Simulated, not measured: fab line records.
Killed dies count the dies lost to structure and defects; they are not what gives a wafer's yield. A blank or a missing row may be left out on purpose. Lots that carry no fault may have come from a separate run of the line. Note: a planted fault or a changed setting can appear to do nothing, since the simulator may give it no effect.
fab line records | flow nand_harc | part 2 of 2: steps 5 to 6 of 6
[record] lots = 23 | wafers = 69 | last_day = 34
route steps=1302 shown P_BONDPAD@367 A_SOURCE_PLATE@420 A_CHANNEL_HOLE_D1@469 A_CHANNEL_FILL_D1@496
lots untouched by any fault: they come from a run of this same line in which no faults occurred
start_h: start of the lot's first displayed wafer, in hours after the record's first day | wait_h: time in hours since the lot's previous step | " identical to the entry in the row above | L1.1+2: a row that stands for several wafers | - no value, or no start was given | * or withheld: withheld | < > ~ a bound
route shown NAME@n: a module of which the file shows steps, and the number in the route of the first | usual: average and standard deviation across the fault-free wafers | same: alike in all rows | chamber/n: place in a boat | sites: the reading at each site | _std_site: how widely they spread, as a standard deviation | _edge_site: mean of outer sites minus mean of inner sites | radius_mm: how far each site lies from the wafer's centre | mask NAME#n: copy n | behind: the most recent tool/chamber to have shaped the wafer | hold: cause of the lot's hold/its duration in hours/its outcome | device: which transistor (n, p or np) failed to switch | end of line: the same wafers' tests at the end of the route | where a step has no rows: the recipe by itself | killed: the dies lost at the first sort to structure and to defects; this is not the yield of the wafer | map: per-die view of a wafer (x killed, . not killed, _ where there is no die)
set.NAME: the setting that was run; set.NAME@STEP: the one run at that earlier step | model.NAME: the simulator's own value behind a step, which no gauge read
one table for each step of the route and one row for each wafer, over a sample of lots
services: from which hour (start_h, from the record's first day; less than 0 if before it) a tool's chamber was out of use, for how many hours, and why
[[steps]]
[step NHARC_A_CHANNEL_HOLE_D1_ETCH_22]
[recipe] bias_v = 3000 | source_w = withheld | pressure_mtorr = 20 | time_s = 666.7 | ar_flow_sccm = 375 | c4f8_flow_sccm = 89.3 | o2_flow_sccm = 35.7 | temp_c = -20 | target_depth_a = 16000 | chemistry = C4F8/O2/Ar
[usual] drypump_motor_current_A = 5.67/0.26 | oes_air_line_au = 0.999/0.021 | showerhead_plenum_p_Torr = 3.67/0.05 | throttle_valve_pct = 32.155/0.0089
[same] time_s = 666.7
lot.wafer | tool        | chamber | start_h | wait_h | drypump_motor_current_A | oes_air_line_au | rf_hours_counter_h | showerhead_plenum_p_Torr | throttle_valve_pct
L074.1    | har_etch-02 | 1       | 196.03  | 0.4    | 5.53                    | 1.007           | 296                | 3.77                     | 32.139
L074.4    | "           | 0       | "       | "      | 6.01                    | 1.019           | -                  | 3.70                     | 32.144
L074.3    | "           | 1       | "       | "      | 5.53                    | 1.024           | -                  | 3.77                     | 32.150
L075.1    | har_etch-01 | 0       | 198.06  | 0.4    | 5.88                    | 1.024           | 92                 | 3.65                     | 32.155
L075.2    | "           | 1       | "       | "      | 5.33                    | 0.996           | 92                 | 3.73                     | 32.152
L075.4    | "           | 1       | "       | "      | 5.34                    | 1.004           | -                  | 3.73                     | 32.163
L077.1    | har_etch-02 | 0       | 213.84  | 0.7    | 5.98                    | 1.019           | 311                | 3.69                     | 32.149
L077.3    | "           | 0       | "       | "      | 5.99                    | 1.024           | -                  | 3.69                     | 32.144
L077.4    | "           | 0       | "       | "      | 5.99                    | 1.021           | -                  | 3.69                     | 32.164
L076.1    | har_etch-01 | 1       | 214.82  | 0.4    | 5.35                    | 0.974           | 103                | 3.72                     | 32.144
L076.2    | "           | 0       | "       | "      | 5.84                    | 0.997           | 103                | 3.64                     | 32.159
L076.6    | "           | 1       | "       | "      | 5.36                    | 0.982           | -                  | 3.72                     | 32.152
L078.2    | har_etch-01 | 0       | 225.33  | 0.4    | 5.86                    | 1.017           | 111                | 3.64                     | 32.155
L078.3    | "           | 1       | "       | "      | 5.37                    | 1.014           | -                  | 3.72                     | 32.165
L078.5    | "           | 1       | "       | "      | 5.33                    | 1.006           | -                  | 3.72                     | 32.151
L080.4    | har_etch-02 | 1       | 240.21  | 0.4    | 5.54                    | 0.985           | -                  | 3.76                     | 32.165
L080.5    | "           | 0       | "       | "      | 5.98                    | 0.977           | -                  | 3.68                     | 32.156
L080.6    | "           | 1       | "       | "      | 5.54                    | 1.021           | -                  | 3.76                     | 32.164
L079.3    | har_etch-01 | 1       | 243.65  | 0.4    | 5.35                    | 0.995           | -                  | 3.71                     | 32.160
L079.4    | "           | 0       | "       | "      | 5.87                    | 0.981           | -                  | 3.63                     | 32.140
L079.6    | "           | 1       | "       | "      | 5.35                    | 0.974           | -                  | 3.71                     | 32.144
L081.2    | har_etch-01 | 1       | 252.62  | 0.4    | 5.32                    | 0.993           | 130                | 3.71                     | 32.168
L081.1    | "           | 0       | "       | "      | 5.87                    | 0.969           | 130                | 3.63                     | 32.154
L081.5    | "           | 1       | "       | "      | 5.30                    | 0.973           | -                  | 3.71                     | 32.156
L082.2    | har_etch-02 | 1       | 262.36  | 0.4    | 5.58                    | 0.979           | 322                | 3.75                     | 32.145
L082.3    | "           | 1       | "       | "      | 5.53                    | 0.962           | -                  | 3.75                     | 32.136
L082.5    | "           | 1       | "       | "      | 5.55                    | 0.991           | -                  | 3.75                     | 32.157
L083.1    | har_etch-01 | 0       | 278.55  | 0.4    | 5.88                    | 1.028           | 142                | 3.62                     | 32.163
L083.3    | "           | 0       | "       | "      | 5.88                    | 1.014           | -                  | 3.62                     | 32.150
L083.5    | "           | 0       | "       | "      | 5.85                    | 1.013           | -                  | 3.62                     | 32.144
L084.2    | har_etch-01 | 0       | 285.30  | 0.4    | 5.89                    | 0.987           | 146                | 3.62                     | 32.151
L084.3    | "           | 1       | "       | "      | 5.34                    | 1.012           | -                  | 3.70                     | 32.158
L084.6    | "           | 0       | "       | "      | 5.89                    | 0.997           | -                  | 3.62                     | 32.158
L085.2    | har_etch-02 | 0       | 296.19  | 0.4    | 5.98                    | 1.025           | 364                | 3.66                     | 32.162
L085.3    | "           | 0       | "       | "      | 5.98                    | 1.008           | -                  | 3.66                     | 32.167
L085.6    | "           | 0       | "       | "      | 6.00                    | 0.984           | -                  | 3.66                     | 32.141
L086.1    | har_etch-01 | 1       | 299.24  | 0.4    | 5.33                    | 0.999           | 157                | 3.69                     | 32.155
L086.5    | "           | 1       | "       | "      | 5.29                    | 1.015           | -                  | 3.69                     | 32.154
L086.6    | "           | 0       | "       | "      | 5.85                    | 1.000           | -                  | 3.61                     | 32.155
L087.2    | har_etch-02 | 0       | 306.52  | 0.4    | 5.99                    | 0.974           | 368                | 3.66                     | 32.143
L087.1    | "           | 1       | "       | "      | 5.53                    | 0.992           | 345                | 3.74                     | 32.144
L087.5    | "           | 1       | "       | "      | 5.53                    | 0.974           | -                  | 3.74                     | 32.141
L088.2    | har_etch-01 | 0       | 325.07  | 0.4    | 5.88                    | 0.987           | 161                | 3.61                     | 32.153
L088.1    | "           | 1       | "       | "      | 5.31                    | 1.037           | 161                | 3.69                     | 32.159
L088.4    | "           | 1       | "       | "      | 5.36                    | 1.049           | -                  | 3.69                     | 32.162
L089.4    | har_etch-01 | 0       | 337.73  | 0.4    | 5.86                    | 1.038           | -                  | 3.60                     | 32.152
L089.3    | "           | 1       | "       | "      | 5.36                    | 0.989           | -                  | 3.68                     | 32.160
L089.5    | "           | 1       | "       | "      | 5.32                    | 1.015           | -                  | 3.68                     | 32.157
L090.2    | har_etch-01 | 1       | 351.39  | 0.4    | 5.30                    | 0.964           | 184                | 3.68                     | 32.149
L090.3    | "           | 1       | "       | "      | 5.35                    | 0.951           | -                  | 3.68                     | 32.176
L090.5    | "           | 0       | "       | "      | 5.87                    | 1.009           | -                  | 3.60                     | 32.152
L091.3    | har_etch-01 | 0       | 359.51  | 0.4    | 5.83                    | 1.028           | -                  | 3.59                     | 32.144
L091.5    | "           | 0       | "       | "      | 5.83                    | 1.008           | -                  | 3.59                     | 32.144
L091.6    | "           | 1       | "       | "      | 5.36                    | 1.011           | -                  | 3.67                     | 32.156
L093.2    | har_etch-02 | 1       | 371.81  | 0.4    | 5.57                    | 1.023           | 386                | 3.72                     | 32.146
L093.4    | "           | 0       | "       | "      | 5.98                    | 0.995           | -                  | 3.64                     | 32.173
L093.6    | "           | 0       | "       | "      | 5.98                    | 0.999           | -                  | 3.64                     | 32.157
L094.4    | har_etch-01 | 0       | 377.72  | 0.4    | 5.84                    | 1.000           | -                  | 3.59                     | 32.159
L094.3    | "           | 1       | "       | "      | 5.34                    | 1.028           | -                  | 3.67                     | 32.151
L094.5    | "           | 1       | "       | "      | 5.35                    | 1.006           | -                  | 3.67                     | 32.155
L095.2    | har_etch-02 | 0       | 394.86  | 0.4    | 5.97                    | 1.009           | 1                  | 3.64                     | 32.158
L095.1    | "           | 1       | "       | "      | 5.54                    | 0.989           | 1                  | 3.71                     | 32.149
L095.5    | "           | 1       | "       | "      | 5.53                    | 1.000           | -                  | 3.71                     | 32.139
L096.1    | har_etch-02 | 0       | 411.55  | 0.4    | 5.99                    | 0.991           | 9                  | 3.63                     | 32.156
L096.3    | "           | 0       | "       | "      | 5.98                    | 0.996           | -                  | 3.63                     | 32.152
L096.5    | "           | 0       | "       | "      | 5.99                    | 0.987           | -                  | 3.63                     | 32.158
L097.2    | har_etch-01 | 0       | 423.55  | 0.4    | 5.85                    | 1.001           | 238                | 3.57                     | 32.141
L097.3    | "           | 1       | "       | "      | 5.36                    | 0.967           | -                  | 3.65                     | 32.160
L097.6    | "           | 1       | "       | "      | 5.37                    | 1.004           | -                  | 3.65                     | 32.157
[step NHARC_A_CHANNEL_FILL_D1_ALD_16]
[recipe] target_thk_a = 15 | pulse_time_s = 10 | ald_cycles = 15 | temp_c = 300 | material = SiO2
[usual] heater_power_w = 471/59 | precursor_pulse_height_rel = 1.000/0.019
lot.wafer | tool      | chamber | start_h | wait_h | heater_power_w | precursor_pulse_height_rel
L075.4    | ald_hk-01 | 2       | 214.54  | 0.0    | 482            | 0.972
L075.2    | "         | 3       | "       | "      | 525            | 1.018
L075.1    | "         | 0       | "       | "      | 381            | 0.988
L074.1    | ald_hk-03 | 3       | 214.56  | 0.1    | 552            | 0.997
L074.3    | "         | 0       | "       | "      | 499            | 1.022
L074.4    | "         | 1       | "       | "      | 427            | 1.001
L077.4    | ald_hk-01 | 1       | 233.79  | 0.8    | 411            | 1.010
L077.3    | "         | 2       | "       | "      | 493            | 0.992
L077.1    | "         | 3       | "       | "      | 527            | 1.016
L076.2    | ald_hk-01 | 0       | 233.93  | 0.9    | 393            | 0.971
L076.1    | "         | 3       | "       | "      | 526            | 0.976
L076.6    | "         | 0       | "       | "      | 393            | 0.994
L078.3    | ald_hk-01 | 1       | 246.08  | 0.1    | 404            | 1.020
L078.2    | "         | 2       | "       | "      | 495            | 1.020
L078.5    | "         | 0       | "       | "      | 402            | 1.002
L080.4    | ald_hk-04 | 2       | 257.69  | 0.1    | 501            | 0.997
L080.5    | "         | 1       | "       | "      | 362            | 1.011
L080.6    | "         | 2       | "       | "      | 513            | 0.964
L079.4    | ald_hk-01 | 3       | 260.67  | 0.1    | 517            | 0.998
L079.3    | "         | 0       | "       | "      | 386            | 1.004
L079.6    | "         | 2       | "       | "      | 495            | 1.045
L081.1    | ald_hk-03 | 0       | 269.89  | 0.1    | 504            | 0.998
L081.2    | "         | 2       | "       | "      | 531            | 1.007
L081.5    | "         | 3       | "       | "      | 550            | 0.957
L082.3    | ald_hk-01 | 0       | 281.18  | 0.0    | 399            | 1.018
L082.2    | "         | 2       | "       | "      | 493            | 0.999
L082.5    | "         | 0       | "       | "      | 381            | 0.971
L083.3    | ald_hk-01 | 0       | 296.82  | 1.2    | 397            | 1.011
L083.1    | "         | 2       | "       | "      | 494            | 0.985
L083.5    | "         | 0       | "       | "      | 391            | 1.004
L084.2    | ald_hk-03 | 1       | 304.38  | 0.0    | 423            | 1.014
L084.3    | "         | 2       | "       | "      | 540            | 1.012
L084.6    | "         | 2       | "       | "      | 556            | 1.004
L086.1    | ald_hk-03 | 0       | 314.96  | 0.1    | 489            | 1.049
L086.5    | "         | 3       | "       | "      | 549            | 0.997
L086.6    | "         | 0       | "       | "      | 485            | 1.006
L085.2    | ald_hk-04 | 3       | 315.00  | 0.1    | 492            | 0.991
L085.3    | "         | 0       | "       | "      | 425            | 1.022
L085.6    | "         | 2       | "       | "      | 492            | 0.982
L087.2    | ald_hk-01 | 1       | 323.76  | 0.0    | 418            | 1.008
L087.1    | "         | 3       | "       | "      | 512            | 0.988
L087.5    | "         | 2       | "       | "      | 496            | 1.019
L088.4    | ald_hk-03 | 3       | 342.33  | 0.1    | 546            | 1.032
L088.1    | "         | 0       | "       | "      | 478            | 1.005
L088.2    | "         | 1       | "       | "      | 436            | 1.004
L089.3    | ald_hk-03 | 2       | 354.75  | 0.0    | 534            | 0.968
L089.4    | "         | 1       | "       | "      | 434            | 0.992
L089.5    | "         | 3       | "       | "      | 549            | 0.977
L090.2    | ald_hk-04 | 1       | 371.16  | 2.1    | 349            | 0.994
L090.3    | "         | 2       | "       | "      | 481            | 1.010
L090.5    | "         | 2       | "       | "      | 492            | 0.962
L091.3    | ald_hk-01 | 0       | 377.90  | 1.5    | 379            | 0.988
L091.6    | "         | 3       | "       | "      | 501            | 1.003
L091.5    | "         | 0       | "       | "      | 389            | 0.998
L093.2    | ald_hk-03 | 1       | 391.73  | 0.0    | 437            | 0.986
L093.4    | "         | 0       | "       | "      | 493            | 1.027
L093.6    | "         | 1       | "       | "      | 444            | 1.015
L094.3    | ald_hk-01 | 1       | 396.63  | 0.0    | 419            | 0.981
L094.4    | "         | 3       | "       | "      | 509            | 1.025
L094.5    | "         | 1       | "       | "      | 425            | 1.001
L095.1    | ald_hk-03 | 2       | 412.09  | 0.0    | 542            | 1.008
L095.2    | "         | 3       | "       | "      | 540            | 0.985
L095.5    | "         | 2       | "       | "      | 542            | 0.994
L096.3    | ald_hk-01 | 3       | 428.76  | 0.0    | 513            | 1.037
L096.1    | "         | 1       | "       | "      | 428            | 1.012
L096.5    | "         | 0       | "       | "      | 374            | 1.013
L097.3    | ald_hk-03 | 2       | 438.77  | 0.1    | 528            | 1.021
L097.2    | "         | 0       | "       | "      | 467            | 1.012
L097.6    | "         | 2       | "       | "      | 527            | 1.002
[[services]]
tool        | chamber | start_h | hours | kind
ald_hk-03   | -       | 127.71  | 1.0   | repair
rie_diel-12 | 2       | 147.20  | 34.8  | repair
rie_diel-13 | -       | 165.00  | 9.0   | pm
rie_diel-13 | -       | 212.48  | 3.7   | repair
ald_hk-03   | -       | 214.83  | 1.1   | repair
ald_hk-03   | -       | 217.40  | 10.0  | pm
rie_diel-13 | 2       | 222.27  | 7.7   | repair
rie_diel-07 | 1       | 228.39  | 4.5   | repair
rie_diel-13 | 0       | 235.92  | 2.8   | repair
rie_diel-12 | -       | 255.20  | 0.8   | repair
rie_diel-12 | -       | 268.69  | 9.0   | pm
rie_diel-13 | 3       | 293.07  | 2.7   | repair
ald_hk-01   | -       | 298.65  | 10.0  | pm
rie_diel-13 | 1       | 301.11  | 6.9   | repair
rie_diel-12 | 2       | 330.61  | 4.0   | repair
rie_diel-13 | -       | 342.00  | 9.0   | pm
har_etch-02 | -       | 377.00  | 17.0  | pm
rie_diel-13 | -       | 383.48  | 1.0   | repair
rie_diel-13 | -       | 399.03  | 0.6   | repair
rie_diel-12 | -       | 403.81  | 0.6   | repair
rie_diel-13 | 1       | 404.10  | 3.1   | repair
ald_hk-01   | -       | 415.67  | 0.2   | repair
rie_diel-13 | 2       | 425.60  | 6.6   | repair
rie_diel-13 | 2       | 432.65  | 13.3  | repair
